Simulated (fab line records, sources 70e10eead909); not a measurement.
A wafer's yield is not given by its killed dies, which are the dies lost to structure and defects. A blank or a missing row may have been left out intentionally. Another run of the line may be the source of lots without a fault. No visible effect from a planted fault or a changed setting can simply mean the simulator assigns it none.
Chamber matching | flow nand_harc | 4 sister chambers for NHARC_A_WL_FILL_ALD_19 on ald_metal-01
The step deposits TiN, target thk 2 nm, pulse time 3 s, ald cycles 100. 22 wafers are shown with their chamber, then 11 later ones without.

## WAFERS PAIRED WITH THEIR CHAMBERS
wafer  | chamber | heater_power_w (W) | precursor_pulse_height_rel
L076.2 | 0       | 1005               | 1.013
L076.5 | 2       | 1268               | 0.972
L076.6 | 1       | 1033               | 1.002
L077.2 | 1       | 1036               | 1.012
L077.3 | 0       | 1010               | 0.979
L077.5 | 3       | 1091               | 0.986
L082.1 | 1       | 1005               | 0.977
L082.2 | 0       | 1014               | 0.997
L082.6 | 2       | 1214               | 1.007
L083.1 | 2       | 1198               | 1.033
L083.3 | 0       | 1028               | 0.963
L083.5 | 1       | 1027               | 1.039
L084.4 | 3       | 1107               | 0.995
L084.5 | 2       | 1227               | 1.016
L084.6 | 3       | 1115               | 0.969
L087.2 | 1       | 1004               | 1.000
L087.4 | 2       | 1235               | 0.987
L087.5 | 2       | 1212               | 1.016
L087.1 | 3       | 1109               | 1.053
L087.3 | 0       | 992                | 0.984
L087.6 | 3       | 1087               | 0.968
L089.1 | 2       | 1189               | 0.983

SIGNATURES (means of the wafers above)
reading                    | chamber 0 | chamber 1 | chamber 2 | chamber 3 | scatter within a chamber
heater_power_w             | 1009.80   | 1021.00   | 1220.43   | 1101.80   | 18.8
precursor_pulse_height_rel | 0.98720   | 1.00600   | 1.00200   | 0.99420   | 0.0249
Rule: for a wafer and a chamber, the distance is found by dividing, reading by reading, the gap between the wafer's reading and the chamber's mean by the reading's scatter, squaring, summing and taking the root. If the next closest chamber is less than 2 further off than the closest, the wafer can't be placed; otherwise it belongs to the closest. The scatter: take each reading less its chamber's mean, square it, sum over the shown wafers, divide by the number of wafers less the number of chambers, and take the root.

## WAFERS WITHOUT THEIR CHAMBER
wafer  | heater_power_w (W) | precursor_pulse_height_rel
L089.3 | 995                | 1.012
L089.5 | 1018               | 0.991
L090.1 | 1023               | 0.980
L090.4 | 1039               | 0.989
L090.5 | 1027               | 1.019
L090.2 | 1215               | 1.006
L090.3 | 1103               | 1.006
L090.6 | 1051               | 1.002
L093.1 | 1106               | 0.991
L093.4 | 1216               | 0.986
L093.5 | 1016               | 1.005

## CHAMBER TAKEN BY EACH
wafer  | from the rows above          | in truth
L089.3 | can't be placed: 0 or 1      | 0
L089.5 | can't be placed: 0 or 1      | 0
L090.1 | can't be placed: 0 or 1      | 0
L090.4 | can't be placed: 1 or 0      | 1
L090.5 | can't be placed: 1 or 0      | 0
L090.2 | 2                            | 2
L090.3 | 3                            | 3
L090.6 | can't be placed: 1 or 0 or 3 | 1
L093.1 | 3                            | 3
L093.4 | 2                            | 2
L093.5 | can't be placed: 1 or 0      | 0
4 of 11 placed correctly. Cannot be placed on the basis of these rows: 7; the candidates contain the true chamber in 7. Placed wrongly: 0.
